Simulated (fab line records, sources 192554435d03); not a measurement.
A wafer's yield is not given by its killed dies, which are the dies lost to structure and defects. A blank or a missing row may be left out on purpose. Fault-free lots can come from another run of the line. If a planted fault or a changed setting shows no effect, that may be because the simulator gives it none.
Split-lot experiment || flow n5Finfet || on a route of 1938 steps: 7 lots, 39 wafers read

== ABOUT THE SPLIT ==
At N5_BEOL_M9_ETCH_66 (etches SOC in N2/H2, target depth 80 nm, overetch 16 nm, time 120 s), the setting timeS was moved away from the recipe's 120 s on 9 of the 39 wafers read, by -40.1% to +51.7%. For the rest of the wafers, this setting stayed at what the recipe calls for.

The reading is taken at the split's own step.

== THE READING ==
SiARC_of_BEOL_M9_COAT_64.thkNm (the simulator's own value, which no gauge read), in nm, at N5_BEOL_M9_ETCH_66 (etches SOC in N2/H2, target depth 80 nm, overetch 16 nm, time 120 s). The file gives no usual value for it. Average 6.5 nm, standard deviation 0.15 nm, over the 30 wafers here run with the recipe.

{"wafer": "L080.1", "tool, chamber at the split": "rieDiel-01, 0,3,2", "timeS as run, s": 71.86, "against the recipe": "-40.1%", "SiARC_of_BEOL_M9_COAT_64.thkNm, nm": 8.6, "against lot-mates on the recipe": "+2.3"}
{"wafer": "L080.3", "tool, chamber at the split": "rieDiel-01, 0,3,2", "timeS as run, s": 71.86, "against the recipe": "-40.1%", "SiARC_of_BEOL_M9_COAT_64.thkNm, nm": 8.6, "against lot-mates on the recipe": "+2.3"}
{"wafer": "L080.6", "tool, chamber at the split": "rieDiel-01, 0,3,2", "timeS as run, s": 71.86, "against the recipe": "-40.1%", "SiARC_of_BEOL_M9_COAT_64.thkNm, nm": 8.6, "against lot-mates on the recipe": "+2.3"}
{"wafer": "L080.2", "tool, chamber at the split": "rieDiel-01, 2", "timeS as run, s": 120, "against the recipe": "recipe", "SiARC_of_BEOL_M9_COAT_64.thkNm, nm": 6.4, "against lot-mates on the recipe": "-"}
{"wafer": "L080.4", "tool, chamber at the split": "rieDiel-01, 1", "timeS as run, s": 120, "against the recipe": "recipe", "SiARC_of_BEOL_M9_COAT_64.thkNm, nm": 6.2, "against lot-mates on the recipe": "-"}
{"wafer": "L080.5", "tool, chamber at the split": "rieDiel-01, 1", "timeS as run, s": 120, "against the recipe": "recipe", "SiARC_of_BEOL_M9_COAT_64.thkNm, nm": 6.2, "against lot-mates on the recipe": "-"}
{"wafer": "L082.2", "tool, chamber at the split": "rieDiel-06, 2,0", "timeS as run, s": 120, "against the recipe": "recipe", "SiARC_of_BEOL_M9_COAT_64.thkNm, nm": 6.6, "against lot-mates on the recipe": "-"}
{"wafer": "L082.5", "tool, chamber at the split": "rieDiel-06, 2,0", "timeS as run, s": 120, "against the recipe": "recipe", "SiARC_of_BEOL_M9_COAT_64.thkNm, nm": 6.6, "against lot-mates on the recipe": "-"}
{"wafer": "L082.6", "tool, chamber at the split": "rieDiel-06, 1", "timeS as run, s": 120, "against the recipe": "recipe", "SiARC_of_BEOL_M9_COAT_64.thkNm, nm": 6.4, "against lot-mates on the recipe": "-"}
{"wafer": "L087.1", "tool, chamber at the split": "rieDiel-03, 2,3,3", "timeS as run, s": 120, "against the recipe": "recipe", "SiARC_of_BEOL_M9_COAT_64.thkNm, nm": 6.4, "against lot-mates on the recipe": "-"}
{"wafer": "L087.3", "tool, chamber at the split": "rieDiel-03, 2,3,3", "timeS as run, s": 120, "against the recipe": "recipe", "SiARC_of_BEOL_M9_COAT_64.thkNm, nm": 6.4, "against lot-mates on the recipe": "-"}
{"wafer": "L087.5", "tool, chamber at the split": "rieDiel-03, 2,3,3", "timeS as run, s": 120, "against the recipe": "recipe", "SiARC_of_BEOL_M9_COAT_64.thkNm, nm": 6.4, "against lot-mates on the recipe": "-"}
{"wafer": "L087.2", "tool, chamber at the split": "rieDiel-03, 1", "timeS as run, s": 159.3, "against the recipe": "+32.8%", "SiARC_of_BEOL_M9_COAT_64.thkNm, nm": 4.4, "against lot-mates on the recipe": -2.0}
{"wafer": "L087.4", "tool, chamber at the split": "rieDiel-03, 0", "timeS as run, s": 159.3, "against the recipe": "+32.8%", "SiARC_of_BEOL_M9_COAT_64.thkNm, nm": 4.6, "against lot-mates on the recipe": -1.8}
{"wafer": "L087.6", "tool, chamber at the split": "rieDiel-03, 0", "timeS as run, s": 159.3, "against the recipe": "+32.8%", "SiARC_of_BEOL_M9_COAT_64.thkNm, nm": 4.6, "against lot-mates on the recipe": -1.8}
{"wafer": "L092.1", "tool, chamber at the split": "rieDiel-06, 0,2,3,3,0", "timeS as run, s": 120, "against the recipe": "recipe", "SiARC_of_BEOL_M9_COAT_64.thkNm, nm": 6.6, "against lot-mates on the recipe": "-"}
{"wafer": "L092.2", "tool, chamber at the split": "rieDiel-06, 0,2,3,3,0", "timeS as run, s": 120, "against the recipe": "recipe", "SiARC_of_BEOL_M9_COAT_64.thkNm, nm": 6.6, "against lot-mates on the recipe": "-"}
{"wafer": "L092.3", "tool, chamber at the split": "rieDiel-06, 0,2,3,3,0", "timeS as run, s": 120, "against the recipe": "recipe", "SiARC_of_BEOL_M9_COAT_64.thkNm, nm": 6.6, "against lot-mates on the recipe": "-"}
{"wafer": "L092.5", "tool, chamber at the split": "rieDiel-06, 0,2,3,3,0", "timeS as run, s": 120, "against the recipe": "recipe", "SiARC_of_BEOL_M9_COAT_64.thkNm, nm": 6.6, "against lot-mates on the recipe": "-"}
{"wafer": "L092.6", "tool, chamber at the split": "rieDiel-06, 0,2,3,3,0", "timeS as run, s": 120, "against the recipe": "recipe", "SiARC_of_BEOL_M9_COAT_64.thkNm, nm": 6.6, "against lot-mates on the recipe": "-"}
{"wafer": "L092.4", "tool, chamber at the split": "rieDiel-06, 1", "timeS as run, s": 120, "against the recipe": "recipe", "SiARC_of_BEOL_M9_COAT_64.thkNm, nm": 6.2, "against lot-mates on the recipe": "-"}
{"wafer": "L096.1", "tool, chamber at the split": "rieDiel-03, 2,3,2", "timeS as run, s": 120, "against the recipe": "recipe", "SiARC_of_BEOL_M9_COAT_64.thkNm, nm": 6.6, "against lot-mates on the recipe": "-"}
{"wafer": "L096.2", "tool, chamber at the split": "rieDiel-03, 2,3,2", "timeS as run, s": 120, "against the recipe": "recipe", "SiARC_of_BEOL_M9_COAT_64.thkNm, nm": 6.6, "against lot-mates on the recipe": "-"}
{"wafer": "L096.5", "tool, chamber at the split": "rieDiel-03, 2,3,2", "timeS as run, s": 120, "against the recipe": "recipe", "SiARC_of_BEOL_M9_COAT_64.thkNm, nm": 6.6, "against lot-mates on the recipe": "-"}
{"wafer": "L096.3", "tool, chamber at the split": "rieDiel-03, 0", "timeS as run, s": 120, "against the recipe": "recipe", "SiARC_of_BEOL_M9_COAT_64.thkNm, nm": 6.4, "against lot-mates on the recipe": "-"}
{"wafer": "L096.4", "tool, chamber at the split": "rieDiel-03, 1", "timeS as run, s": 120, "against the recipe": "recipe", "SiARC_of_BEOL_M9_COAT_64.thkNm, nm": 6.2, "against lot-mates on the recipe": "-"}
{"wafer": "L096.6", "tool, chamber at the split": "rieDiel-03, 1", "timeS as run, s": 120, "against the recipe": "recipe", "SiARC_of_BEOL_M9_COAT_64.thkNm, nm": 6.2, "against lot-mates on the recipe": "-"}
{"wafer": "L095.1", "tool, chamber at the split": "rieDiel-01, 0,2", "timeS as run, s": 182.1, "against the recipe": "+51.7%", "SiARC_of_BEOL_M9_COAT_64.thkNm, nm": 3.8, "against lot-mates on the recipe": -2.6}
{"wafer": "L095.5", "tool, chamber at the split": "rieDiel-01, 0,2", "timeS as run, s": 182.1, "against the recipe": "+51.7%", "SiARC_of_BEOL_M9_COAT_64.thkNm, nm": 3.8, "against lot-mates on the recipe": -2.6}
{"wafer": "L095.2", "tool, chamber at the split": "rieDiel-01, 2", "timeS as run, s": 182.1, "against the recipe": "+51.7%", "SiARC_of_BEOL_M9_COAT_64.thkNm, nm": 3.6, "against lot-mates on the recipe": -2.8}
{"wafer": "L095.3", "tool, chamber at the split": "rieDiel-01, 3,1,3", "timeS as run, s": 120, "against the recipe": "recipe", "SiARC_of_BEOL_M9_COAT_64.thkNm, nm": 6.4, "against lot-mates on the recipe": "-"}
{"wafer": "L095.4", "tool, chamber at the split": "rieDiel-01, 3,1,3", "timeS as run, s": 120, "against the recipe": "recipe", "SiARC_of_BEOL_M9_COAT_64.thkNm, nm": 6.4, "against lot-mates on the recipe": "-"}
{"wafer": "L095.6", "tool, chamber at the split": "rieDiel-01, 3,1,3", "timeS as run, s": 120, "against the recipe": "recipe", "SiARC_of_BEOL_M9_COAT_64.thkNm, nm": 6.4, "against lot-mates on the recipe": "-"}
{"wafer": "L097.1", "tool, chamber at the split": "rieDiel-01, 0,2,2,0", "timeS as run, s": 120, "against the recipe": "recipe", "SiARC_of_BEOL_M9_COAT_64.thkNm, nm": 6.6, "against lot-mates on the recipe": "-"}
{"wafer": "L097.3", "tool, chamber at the split": "rieDiel-01, 0,2,2,0", "timeS as run, s": 120, "against the recipe": "recipe", "SiARC_of_BEOL_M9_COAT_64.thkNm, nm": 6.6, "against lot-mates on the recipe": "-"}
{"wafer": "L097.4", "tool, chamber at the split": "rieDiel-01, 0,2,2,0", "timeS as run, s": 120, "against the recipe": "recipe", "SiARC_of_BEOL_M9_COAT_64.thkNm, nm": 6.6, "against lot-mates on the recipe": "-"}
{"wafer": "L097.5", "tool, chamber at the split": "rieDiel-01, 0,2,2,0", "timeS as run, s": 120, "against the recipe": "recipe", "SiARC_of_BEOL_M9_COAT_64.thkNm, nm": 6.6, "against lot-mates on the recipe": "-"}
{"wafer": "L097.2", "tool, chamber at the split": "rieDiel-01, 3", "timeS as run, s": 120, "against the recipe": "recipe", "SiARC_of_BEOL_M9_COAT_64.thkNm, nm": 6.4, "against lot-mates on the recipe": "-"}
{"wafer": "L097.6", "tool, chamber at the split": "rieDiel-01, 3", "timeS as run, s": 120, "against the recipe": "recipe", "SiARC_of_BEOL_M9_COAT_64.thkNm, nm": 6.4, "against lot-mates on the recipe": "-"}
When a row names more than one chamber, that row covers several wafers, and the file does not tell which wafer ran in which chamber.

FIT RESULTS
A straight line over all 39 wafers: SiARC_of_BEOL_M9_COAT_64.thkNm changes by -0.054 nm for each +1% of timeS; r = -0.99; the points scatter about the line by 0.15 nm.
The same after taking each lot's own level away (the mean of its wafers on the recipe; 39 wafers): -0.0548 nm for each +1%; r = -0.99; scatter 0.13 nm.
On that fit, the largest move of timeS shifts the reading by 2.8 nm.
The lots' own levels span 6.27 to 6.53 nm, that is 1.8 times the standard deviation above.
The two slopes are in agreement: the lot-to-lot level therefore moves the slope only a little.
Check: -2.86 nm against its lot-mates is what the line predicts for one of the wafers moved furthest among these (+51.7%) when that wafer is left out of the fit. It came out at -2.6 nm against them.

== THE FILE'S OWN FIT ==
SiARC_of_BEOL_M9_COAT_64.thkNm changes by -0.0546 nm for each +1% of timeS, r = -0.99.
